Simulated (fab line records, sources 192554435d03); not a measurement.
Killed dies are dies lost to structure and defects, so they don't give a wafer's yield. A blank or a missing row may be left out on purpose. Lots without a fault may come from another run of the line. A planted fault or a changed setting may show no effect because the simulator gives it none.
Chamber matching | flow n5_finfet | N5_DUMMY_REMOVAL_STRIP_10 on rie_diel-02: 4 sister chambers
The step strips in N2/H2, time 40 s. 4 wafers are shown with their chamber, then 9 later ones without.

WAFERS WITH THEIR CHAMBER
wafer  | chamber | showerhead_plenum_p_Torr (Torr)
L086.1 | 2       | 3.24
L086.6 | 1       | 3.47
L087.5 | 0       | 3.45
L087.6 | 3       | 3.38

WAFERS WITHOUT THEIR CHAMBER
wafer  | showerhead_plenum_p_Torr (Torr)
L089.3 | 3.47
L089.5 | 3.47
L089.6 | 3.44
L091.2 | 3.44
L091.3 | 3.24
L091.5 | 3.38
L093.1 | 3.24
L093.2 | 3.37
L093.6 | 3.46

WHICH CHAMBER EACH WENT THROUGH
wafer  | from the rows above     | in truth
L089.3 | 1                       | 1
L089.5 | 1                       | 1
L089.6 | 0                       | 0
L091.2 | 0                       | 0
L091.3 | 2                       | 2
L091.5 | 3                       | 3
L093.1 | 2                       | 2
L093.2 | 3                       | 3
L093.6 | can't be placed: 0 or 1 | 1
Placed correctly: 8 of 9. Can't be placed from these rows: 1 (the true chamber is among the candidates in 1). Placed wrongly: 0.
How it was worked out, from the rows above alone: a wafer's distance from a chamber is the root of the sum, over the readings, of the square of ((its reading less the chamber's mean) divided by the reading's scatter). The wafer belongs to the nearest chamber; if the next one is less than 2 further off, it can't be placed. A chamber's mean is the mean of its shown wafers. The scatter: with one shown wafer a chamber, the root of the mean of the squares of how far each hidden wafer lies from its nearest shown one.
